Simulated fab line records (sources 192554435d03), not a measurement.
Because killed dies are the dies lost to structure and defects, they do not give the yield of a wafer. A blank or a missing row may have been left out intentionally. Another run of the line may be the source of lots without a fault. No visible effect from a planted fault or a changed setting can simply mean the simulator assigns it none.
Which tool was responsible?	flow n5 finfet	27 wafers from 9 lots sampled at 5 of the route's 1938 steps

== WHAT THE GAUGES SHOWED, per wafer ==
N5_BEOL_M4_RC_MEAS_101. Usual: DIBL_N 36.3 mV/V, standard deviation 2; DIBL_P 36.3 mV/V, standard deviation 2.4; IOFF_N 0.16 nA/um, standard deviation 0.034; IOFF_P 0.21 nA/um, standard deviation 0.035; ION_N 672 uA/um, standard deviation 12; ION_P 459 uA/um, standard deviation 6.5; SS_N 71.6 mV/dec, standard deviation 0.67; SS_P 73.3 mV/dec, standard deviation 0.71; VT_N 250 mV, standard deviation 3.5; VT_P -251 mV, standard deviation 3.
lot	measured	on	DIBL_N (mV/V)	DIBL_P (mV/V)	IOFF_N (nA/um)	IOFF_P (nA/um)	ION_N (uA/um)	ION_P (uA/um)	SS_N (mV/dec)	SS_P (mV/dec)	VT_N (mV)	VT_P (mV)	flag
L101	day 8 16:58	prober-02	35.0 33.2 33.3	34.4 31.5 32.3	0.14 0.10 0.11	0.18 0.13 0.15	666 647 650	453 440 452	71.1 70.8 70.9	73.2 72.8 72.7	249 256 256	-254 -256 -253	
L102	day 8 23:09	prober-02	36.8 35.0 36.5	38.7 37.0 38.6	0.17 0.15 0.16	0.20 0.18 0.21	675 675 675	453 458 453	71.6 70.9 71.7	73.8 73.1 73.9	250 253 253	-254 -255 -252	
L103	day 9 05:11	prober-02	35.9 39.3 35.9	34.6 38.7 34.3	0.14 0.22 0.15	0.17 0.23 0.16	657 689 672	444 463 452	71.6 73.1 72.0	73.7 74.5 73.3	255 247 251	-256 -251 -256	
L108	day 11 21:26	prober-02	38.4 37.1 35.5	39.9 37.6 36.4	0.19 0.17 0.14	0.26 0.24 0.20	689 673 669	467 465 459	71.9 71.4 70.8	74.1 73.6 73.8	247 251 251	-250 -246 -249	
L111	day 11 21:34	prober-01	35.5 36.9 38.3	37.5 38.8 40.6	0.15 0.19 0.22	0.22 0.23 0.28	664 671 679	458 459 465	72.0 72.6 72.3	73.6 73.9 74.3	253 249 244	-248 -249 -247	
L113	day 12 22:51	prober-01	33.0 36.1 35.6	33.7 36.9 36.2	0.12 0.17 0.15	0.18 0.23 0.22	658 656 669	457 454 455	71.0 71.5 71.2	72.3 73.2 73.1	253 250 250	-250 -248 -251	
L114	day 13 14:58	prober-02	36.1 36.9 36.7	37.3 37.7 38.0	0.15 0.16 0.16	0.22 0.22 0.22	661 669 684	462 469 474	71.3 70.7 72.0	73.1 72.8 73.5	249 249 249	-248 -245 -248	
L116	day 14 07:01	prober-02	37.0 34.8 38.7	38.8 34.8 38.5	0.20 0.15 0.24	0.25 0.19 0.24	682 666 676	462 454 458	71.8 71.2 72.4	74.3 74.1 74.0	247 249 244	-248 -252 -249	
L121	day 14 14:23	prober-01	36.8 37.2 36.1	37.1 37.9 36.1	0.19 0.20 0.18	0.22 0.24 0.21	680 679 684	459 459 462	71.8 72.0 72.0	73.0 73.4 72.6	248 246 245	-249 -248 -251	

== EACH LOT AND THE TOOL THAT RAN IT (in order: tool; ch and the chambers of the sampled wafers; start) ==
lot	N5_HKMG_FIN_STRIP_34	N5_HKMG_FIN_STRIP_19	N5_HKMG_FIN_ALD_21	N5_HKMG_FIN_CMP_23
L101	rie diel-05 ch 0,1,3, day 4 22:37	plasma asher-02 ch 0,1, day 4 23:03	ald metal-04 ch 1,2, day 5 01:28	cmp-02 ch 0,3, day 5 02:01
L102	rie diel-02 ch 1,3, day 5 06:42	plasma asher-01 ch 1, day 5 07:01	ald metal-04 ch 0,2, day 5 09:38	cmp-01 ch 1,3, day 5 10:15
L103	rie diel-06 ch 0,1,2, day 5 09:09	plasma asher-01 ch 0,1, day 5 09:37	ald metal-03 ch 0,1,2, day 5 12:09	cmp-01 ch 0,1,2, day 5 12:41
L108	rie diel-06 ch 0,1, day 6 17:26	plasma asher-02 ch 0,1, day 6 17:52	ald metal-03 ch 0,2,3, day 6 20:31	cmp-02 ch 1,2, day 6 21:04
L111	rie diel-02 ch 0,1,3, day 7 13:28	plasma asher-01 ch 0,1, day 7 13:54	ald metal-03 ch 1,2,3, day 7 16:23	cmp-04 ch 0,1, day 7 16:55
L113	rie diel-06 ch 0,2,3, day 8 00:15	plasma asher-01 ch 0,1, day 8 00:43	ald metal-03 ch 0,1,3, day 8 03:10	cmp-04 ch 0,1, day 8 03:42
L114	rie diel-05 ch 1,2, day 8 06:03	plasma asher-02 ch 0, day 8 06:22	ald metal-03 ch 0,3, day 8 08:56	cmp-02 ch 0,3, day 8 09:44
L116	rie diel-05 ch 0,1,3, day 8 16:45	plasma asher-02 ch 0,1, day 8 17:11	ald metal-04 ch 2,3, day 8 19:37	cmp-04 ch 1,2, day 8 20:08
L121	rie diel-02 ch 0,2,3, day 10 01:06	plasma asher-01 ch 0,1, day 10 01:25	ald metal-01 ch 0,1,2, day 10 03:57	cmp-01 ch 0,1,3, day 10 04:43
- N5_HKMG_FIN_STRIP_34: strips in CF4.
- N5_HKMG_FIN_STRIP_19: strips in N2/H2, time 360 s.
- N5_HKMG_FIN_ALD_21: deposits TiN, target thk 1.5 nm, pulse time 1 s, purge time 3 s.
- N5_HKMG_FIN_CMP_23: polishes, stops on SiNx, t overpolish 10 s, target thk 46.326 nm.

== AS READ BY THE TOOLS THEMSELVES (means over the sampled wafers that have a number; for cases with no such wafer, the mark the record gives instead) ==
N5_HKMG_FIN_STRIP_34. Usual: value, then standard deviation, for each; bias power w 75.01 W / 0.23; cf4 flow sccm 150.0 sccm / 0.47; drypump motor current A 6.0 A / 0.55; oes product au 0.77 a.u. / 0.049; rf vpp V 271.3 V / 1.4; showerhead plenum p Torr 1.80 Torr / 0.051; throttle valve pct 13.55 % / 0.25.
lot	tool	bias power w (W)	cf4 flow sccm (sccm)	drypump motor current A (A)	oes product au (a.u.)	rf vpp V (V)	showerhead plenum p Torr (Torr)	throttle valve pct (%)	flag
L101	rie diel-05	74.96	150.2	6.2	0.84	272.0	1.79	13.29	
L102	rie diel-02	75.06	149.9	6.4	0.81	273.7	1.86	13.39	
L103	rie diel-06	75.10	149.8	5.4	0.72	270.1	1.76	13.90	
L108	rie diel-06	75.27	149.7	5.7	0.71	268.7	1.71	13.88	
L111	rie diel-02	74.88	149.7	6.0	0.77	271.4	1.82	13.56	
L113	rie diel-06	74.98	149.9	5.2	0.70	271.0	1.75	13.74	
L114	rie diel-05	75.11	149.2	6.5	0.76	271.2	1.79	13.43	
L116	rie diel-05	74.92	149.9	6.2	0.81	271.1	1.78	13.35	
L121	rie diel-02	75.00	149.6	5.8	0.74	271.3	1.79	13.69	

N5_HKMG_FIN_STRIP_19. Usual: drypump motor current A 5.95 A, standard deviation 0.12; heater power w 418 W, standard deviation 51; temp c 300.00 C, standard deviation 0.18.
lot	tool	drypump motor current A (A)	heater power w (W)	temp c (C)	flag
L101	plasma asher-02	5.86	375	300.18	
L102	plasma asher-01	5.91	458	299.84	
L103	plasma asher-01	6.04	471	299.88	
L108	plasma asher-02	5.86	373	299.99	
L111	plasma asher-01	5.95	460	300.07	
L113	plasma asher-01	6.02	476	300.15	
L114	plasma asher-02	6.03	350	300.01	
L116	plasma asher-02	5.95	365	299.94	
L121	plasma asher-01	5.97	455	300.18	

N5_HKMG_FIN_ALD_21. Usual: heater power w 843 W, standard deviation 89; precursor pulse height rel 1.000, standard deviation 0.021; susceptor temp C 400.01 C, standard deviation 0.22.
lot	tool	heater power w (W)	precursor pulse height rel	susceptor temp C (C)	flag
L101	ald metal-04	825	0.997	399.89	
L102	ald metal-04	769	1.000	400.06	
L103	ald metal-03	927	0.997	400.27	
L108	ald metal-03	900	0.988	399.77	
L111	ald metal-03	869	0.990	399.83	
L113	ald metal-03	661	1.018	369.99	OFF
L114	ald metal-03	692	1.001	369.97	OFF
L116	ald metal-04	842	0.995	400.00	
L121	ald metal-01	873	1.008	399.87	

N5_HKMG_FIN_CMP_23. Usual: head pressure psi 4.000 psi, standard deviation 0.0098; motor current A 11.6 A, standard deviation 1.6; slurry flow ml min 150.0, standard deviation 0.47.
lot	tool	head pressure psi (psi)	motor current A (A)	slurry flow ml min	flag
L101	cmp-02	4.000	11.5	150.6	
L102	cmp-01	3.991	11.6	150.1	
L103	cmp-01	3.996	13.3	150.0	
L108	cmp-02	3.997	10.8	150.0	
L111	cmp-04	4.006	10.6	149.6	
L113	cmp-04	4.005	10.7	149.6	
L114	cmp-02	4.007	10.6	150.2	
L116	cmp-04	3.991	12.3	149.7	
L121	cmp-01	4.003	12.8	150.3	

== THE ANSWER, worked out from the rows above alone ==
Rule: take the mean of a lot's wafers that have a number; if it is more than 3 standard deviations from the usual mean, the lot is off. Also off: a lot with no number at a reading for which 4 or more lots have one. Any other lot the step has rows for is counted as sound. First the gauges in route order, then the tools' own readings, where a lot's mean is used as printed above. At the first step where some lot is off, the reading lying furthest off is the one used; lots without a number count as furthest.
Off, at N5_HKMG_FIN_ALD_21 on susceptor temp C: L113, L114.
If a tool, at that step or one of the process steps before it, ran each lot that is off and ran no sound lot following the first of them, it fits. One candidate fits, namely ald metal-03 at N5_HKMG_FIN_ALD_21. A fault onset in the window from L111 (day 7 16:23, its last sound lot) to L113 (day 8 03:10, its first lot off) fits.
On the lots that are off, the tool's own readings at N5_HKMG_FIN_ALD_21 differ by more than 5 times the standard deviation of the sound lots' means, which bears it out; susceptor temp C reads 369.98 C there versus 399.96 C on the sound lots.

== WHAT WAS PUT IN BY THE SIMULATOR ==
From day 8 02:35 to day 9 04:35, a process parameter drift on ald metal-03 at N5_HKMG_FIN_ALD_21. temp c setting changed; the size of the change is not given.
Lots struck among those shown: L113, L114. The same result came from the rule above.
